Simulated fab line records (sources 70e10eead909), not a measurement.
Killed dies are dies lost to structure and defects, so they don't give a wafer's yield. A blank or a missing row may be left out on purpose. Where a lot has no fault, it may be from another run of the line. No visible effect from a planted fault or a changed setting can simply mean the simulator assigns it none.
8D (eight disciplines) problem report, filled in by code	flow nand-harc	the parts of the form that need people (team, actions taken, sign-off) are left out

## 1. WHAT IS WRONG
At NHARC_A_STAIRCASE_DEP_259, rf-fwd-power-W averages 488.6 W over 2 wafers from 2 lots, while fault-free wafers read 348.8 W, standard deviation 1.1. That is +99 or more standard deviations from the usual mean.
The step: deposits SiON, target thk 30 nm.
First observed at day 22 08:49: wafer L936.1, on pecvd-02. At this step, 42 wafers from 14 lots have a number in the record. By rule, "out" or "out of limits" means more than 4 standard deviations away from the usual mean. Any other wafer with a number is counted as sound.

## 2. WHAT IT IS; WHAT IT IS NOT
question	is	is not
which readings at this step	rf-fwd-power-W	heater-power-w, susceptor-temp-C
which lots	L936, L938	L922, L923, L924, L926, L927, L928, L929, L931, L937, L941, L942, L945
which wafers of those lots	L936.1, L938.5	L936.2, L936.6, L938.3, L938.6
read on which tools	pecvd-02	pecvd-01, pecvd-04
when	from day 22 08:49	up to then (26 sound wafers); but 14 sound wafers of L937, L938, L941, L942, L945 came after

## 3. SUSPECTS, AND WHAT RULES EACH OUT
Counting: if a tool at a process step up to the reading ran every lot that is out, it stays a suspect. Sound lots after the first of them don't rule it out here, since some wafers of a struck lot are sound.
- rie-diel-08 at NHARC_A_STAIRCASE_TRIM_229 (chemistry O2, time 211.2 s): kept. It ran every lot that is out, first L936 (day 22 02:23); its last sound lot up to then is L931 (day 20 08:05).
- rie-diel-08 at NHARC_A_STAIRCASE_TRIM_233 (chemistry O2, time 211.2 s): kept. It ran every lot that is out, first L936 (day 22 08:49); its last sound lot up to then is L931 (day 20 15:46). NHARC_A_STAIRCASE_TRIM_233: start missing for some lots; hours and lot order therefore follow NHARC_A_STAIRCASE_DEP_259.
- pecvd-02 at NHARC_A_STAIRCASE_DEP_259 (deposits SiON, target thk 30 nm): kept. It ran every lot that is out, first L936 (day 22 08:49); its last sound lot up to then is L931 (day 20 15:46). Its own rf-fwd-power-W readings are out on those wafers.
- Within rie-diel-08 at NHARC_A_STAIRCASE_TRIM_229: the wafers that are out ran in chambers 0, 2; their sound lot-mates ran in chambers 1, 3.
- Within pecvd-02 at NHARC_A_STAIRCASE_DEP_259: the wafers that are out ran in chamber 0; their sound lot-mates ran in chambers 1, 2.
After the count, these remain: rie-diel-08 at NHARC_A_STAIRCASE_TRIM_229, rie-diel-08 at NHARC_A_STAIRCASE_TRIM_233 and pecvd-02 at NHARC_A_STAIRCASE_DEP_259.

## 4. THE CAUSE (what the simulator had put in)
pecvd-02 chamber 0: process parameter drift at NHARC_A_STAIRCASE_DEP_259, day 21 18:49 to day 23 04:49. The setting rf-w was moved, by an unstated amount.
3 suspects survive the count, and this tool is in that group.

## 5. THE CHAIN OF EFFECTS, in route order
Each row: a reading where the mean over the struck wafers with a number is more than 3 standard deviations away from the usual. Only readings whose record carries a usual standard deviation are examined. hours: median over the lots of the time between each lot's start at the first step of this table that gives one and its start at this step. sigmas: the change, counted in usual standard deviations.
hours	step	reading	usual	on struck wafers	change	sigmas
0	NHARC_A_STAIRCASE_DEP_259	rf-fwd-power-W	348.8 W	488.6	+139.8	+99 or more
0	NHARC_A_STAIRCASE_DEP_259	showerhead-vpp-V	1170 V	1324	+154	+3.5
Process steps it contains:
- NHARC_A_STAIRCASE_DEP_259: deposits SiON, target thk 30 nm.

## 6. HOW IT WOULD HAVE BEEN CAUGHT EARLIER
14 hours passed between the start of the fault at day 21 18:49 and the first reading out of limits in this record, taken at day 22 08:49.
